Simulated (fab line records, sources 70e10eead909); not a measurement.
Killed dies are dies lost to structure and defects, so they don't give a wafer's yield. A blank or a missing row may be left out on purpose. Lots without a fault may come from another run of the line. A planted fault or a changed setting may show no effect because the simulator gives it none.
A struck lot beside a sound one | flow nand_harc | 14 steps out of a route of 1159
Sound: wafers L754.2, L754.3, L754.6. Struck: wafer L759.2. (L759.6 of the same lot was not struck and is left out.) The cause comes at the end.
At each step with rows: each side's tool, then ch and its chambers, then its first start. Under that, the readings that differ: sound wafers | struck wafers | difference of the means | sigmas: that difference in standard deviations of wafers without a fault.
alike: readings whose means differ by less than 2 such deviations, and words and numbers that are the same on both sides. not compared: withheld readings, readings that some wafer has no value for, bounds like >300 that may hide the same value, and numbers for which the record gives no deviation and whose values overlap.
The two part at a step that has a row with sigmas, a row that says differs or no value, or rows on one side only. Numbers that don't overlap but have no deviation are shown without sigmas and don't part them. A reading that every wafer of one side lacks parts them only if that side has two wafers or more.

first, 2 steps without rows for these wafers: NHARC_A_SOURCE_PLATE_SRD_01; NHARC_A_SOURCE_PLATE_OXIDE_02 (material SiO2, target thk 10 nm, ox time 1362 s).
NHARC_A_SOURCE_PLATE_THK_MEAS_09: measures by ellipsometry.
  sound on film_metro-02, day 9 16:39; struck on film_metro-01, day 10 15:49
  alike: thk_nm
then, 3 steps without rows for these wafers: NHARC_A_SOURCE_PLATE_PVD_04 (deposits WSi2, target thk 50 nm); NHARC_A_SOURCE_PLATE_CVD_03 (deposits poly-Si, target thk 200 nm, time 4000 s); NHARC_A_SOURCE_PLATE_ANNEAL_05 (time 1800 s).
NHARC_A_SOURCE_PLATE_THK_MEAS_06: measures by ellipsometry.
  sound on film_metro-02, day 10 07:40; struck on film_metro-02, day 11 05:26
  alike: thk_nm
NHARC_A_SOURCE_PLATE_INSPECT_08:
  sound on defect_inspect-02, day 10 07:44; struck on defect_inspect-02, day 11 05:29
  alike: raw_defect_count
then, 1 step without rows for these wafers: NHARC_A_ONON_D1_DEP_00 (target thk 1000 nm).
NHARC_A_ONON_D1_THK_MEAS_02: measures by ellipsometry.
  sound on film_metro-01, day 10 08:19; struck on film_metro-02, day 11 06:04
  alike: thk_nm
NHARC_A_ONON_D1_DEP_03: target thk 1000 nm.
  sound on pecvd_onon-03 ch 0, day 10 08:25; struck on pecvd_onon-03 ch 0, day 11 06:11
  alike: n2o_flow_sccm
NHARC_A_ONON_D1_THK_MEAS_05: measures by ellipsometry.
  sound on film_metro-02, day 10 08:52; struck on film_metro-01, day 11 06:38
  reading     | sound          | struck | difference | sigmas
  thk_nm (nm) | 1002 1002 1002 | 1529   | +527       | +67
then, 1 step without rows for these wafers: NHARC_A_ONON_D1_DEP_06 (target thk 1000 nm).
-- the record jumps here: 12 days lie between the struck wafers' starts before and after (it left off in module A_ONON_D1 and takes up again in module END, whose first step shown is number 1159 of the route) --
NHARC_END_SORT_01:
  sound on prober-02 ch 0, day 21 19:09; struck on prober-01 ch 0, day 23 05:25
  reading         | sound    | struck | difference | sigmas
  killed_at_array | 12 20 22 | 671    | +653       | +59
  killed_at_other | 1 0 0    | 3      | +3         | +2
  killed_dies     | 15 21 29 | 677    | +655       | +55
  alike: killed_at_periphery, killed_open, killed_short

WHERE THEY PART
First at NHARC_A_ONON_D1_THK_MEAS_05; last, within this record, at NHARC_END_SORT_01.

WHY: what the simulator had put in
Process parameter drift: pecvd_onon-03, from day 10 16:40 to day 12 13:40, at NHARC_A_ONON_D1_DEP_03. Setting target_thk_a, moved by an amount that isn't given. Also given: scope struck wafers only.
